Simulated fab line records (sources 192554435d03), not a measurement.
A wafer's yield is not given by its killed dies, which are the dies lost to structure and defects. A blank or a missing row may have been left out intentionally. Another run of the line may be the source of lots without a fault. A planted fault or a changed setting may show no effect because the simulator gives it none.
Lot-split experiment ; flow n5-finfet ; 39 wafers read across 7 lots, on a route 1938 steps long

## ABOUT THE SPLIT
At N5_FIN_SAQP_HM_DEP_03 (deposits SiNx from SiH4/NH3/N2, target thk 38 nm, time 33.6 s), the setting target-thk-a was moved away from the recipe's 380 angstrom on 15 of the 39 wafers read, by -37.6% to +35.2%. The other wafers ran this setting at the recipe's value.

## FROM THE SPLIT TO THE READING: what the file shows between them, 4 steps
- N5_FIN_SAQP_THK_MEAS_05
- N5_FIN_SAQP_PECVD_47: deposits a-Si from SiH4/He, target thk 45 nm, time 36.3 s
- N5_FIN_SAQP_PECVD_48: deposits SiNx from SiH4/NH3/N2, target thk 25 nm, time 22.1 s
- N5_FIN_SAQP_MANDREL2_REMOVE_60: chemistry HBr/Cl2/O2, target a-Si, stops on SiNx, bt time 10 s

## THE READING
etch.depth-nm (the simulator's own value, which no gauge read), in nm, at N5_FIN_SAQP_HM_OPEN_33 (chemistry CH3F/O2, target SiNx, target depth 49.4 nm, time 70.6 s). The file gives no usual value for it. Average 36.98 nm, standard deviation 0.59 nm, over the 24 wafers here run with the recipe.

wafer;tool, chamber at the split;target-thk-a as run, angstrom;against the recipe;etch.depth-nm, nm;against lot-mates on the recipe
L075.1;pecvd-01, 2;298.4;-21.5%;29.14;-7.52
L075.2;pecvd-01, 1;298.4;-21.5%;29.22;-7.44
L075.3;pecvd-01, 0;380;recipe;36.06;-
L075.4;pecvd-01, 2;380;recipe;37.53;-
L075.5;pecvd-01, 0;380;recipe;36.4;-
L075.6;pecvd-01, 1;298.4;-21.5%;29.23;-7.43
L078.1;pecvd-04, 0;380;recipe;36.42;-
L078.2;pecvd-04, 1;380;recipe;36.34;-
L078.3;pecvd-04, 0;380;recipe;36.38;-
L078.4;pecvd-04, 1;380;recipe;36.95;-
L078.5;pecvd-04, 0;380;recipe;37.04;-
L078.6;pecvd-04, 1;380;recipe;37.08;-
L081.1;pecvd-04, 1;380;recipe;37.05;-
L081.2;pecvd-04, 2;380;recipe;37.72;-
L081.3;pecvd-04, 0;513.9;+35.2%;50.27;+12.87
L081.4;pecvd-04, 0;380;recipe;37.43;-
L081.5;pecvd-04, 1;513.9;+35.2%;50.79;+13.39
L081.6;pecvd-04, 2;513.9;+35.2%;51.77;+14.37
L083.3;pecvd-03, 0;380;recipe;36.24;-
L083.5;pecvd-03, 1;380;recipe;37.59;-
L083.6;pecvd-03, 2;380;recipe;37.7;-
L084.1;pecvd-01, 1;250.8;-34.0%;24.2;-12.42
L084.2;pecvd-01, 2;250.8;-34.0%;24;-12.62
L084.3;pecvd-01, 0;380;recipe;36.03;-
L084.4;pecvd-01, 2;250.8;-34.0%;24.38;-12.24
L084.5;pecvd-01, 0;380;recipe;36.32;-
L084.6;pecvd-01, 1;380;recipe;37.51;-
L093.1;pecvd-04, 1;380;recipe;37.06;-
L093.2;pecvd-04, 0;471.5;+24.1%;46.63;+9.12
L093.3;pecvd-04, 2;380;recipe;37.49;-
L093.4;pecvd-04, 0;380;recipe;37.99;-
L093.5;pecvd-04, 2;471.5;+24.1%;46.97;+9.46
L093.6;pecvd-04, 1;471.5;+24.1%;47.4;+9.89
L096.1;pecvd-01, 1;380;recipe;36.76;-
L096.2;pecvd-01, 0;237;-37.6%;22.15;-14.87
L096.3;pecvd-01, 2;237;-37.6%;22.54;-14.48
L096.4;pecvd-01, 0;237;-37.6%;22.55;-14.47
L096.5;pecvd-01, 2;380;recipe;36.69;-
L096.6;pecvd-01, 1;380;recipe;37.62;-

FIT RESULTS
A straight line over all 39 wafers: etch.depth-nm changes by +0.389 nm for each +1% of target-thk-a; r = +1.00; the points scatter about the line by 0.57 nm.
The same after taking each lot's own level away (the mean of its wafers on the recipe; 39 wafers): +0.379 nm for each +1%; r = +1.00; scatter 0.51 nm.
The reading moves by 14 nm for the largest change in target-thk-a, on that fit.
The lots' own levels span 36.620 to 37.513 nm, that is 1.5 times the standard deviation above.
Consequently the slope shifts little with the lot-to-lot level, the two slopes agreeing.
Check: -14.1 nm against its lot-mates is what the line predicts for one of the wafers moved furthest among these (-37.6%) when that wafer is left out of the fit. Against them it came out at -14.9 nm.

## THE WHOLE CHAIN: every reading that the file lists as answering this split, in the file's order
step;what it does;reading;change (the file's fit);r (the file's)
N5_FIN_SAQP_HM_DEP_03;deposits SiNx from SiH4/NH3/N2, target thk 38 nm, time 33.6 s;SiNx_of_FIN_SAQP_HM_DEP_03.thk-nm (the simulator's own value, which no gauge read);+0.379 nm for each +1% of the setting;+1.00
N5_FIN_SAQP_THK_MEAS_05;;thk-nm;withheld for each +1% of the setting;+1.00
N5_FIN_SAQP_HM_OPEN_33;chemistry CH3F/O2, target SiNx, target depth 49.4 nm, time 70.6 s;etch-rf-on-time-s;withheld for each +1% of the setting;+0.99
N5_FIN_SAQP_HM_OPEN_33;chemistry CH3F/O2, target SiNx, target depth 49.4 nm, time 70.6 s;etch.depth-nm (the simulator's own value, which no gauge read);+0.379 nm for each +1% of the setting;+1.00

## FILE'S OWN FIT
etch.depth-nm changes by +0.379 nm for each +1% of target-thk-a, r = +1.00.
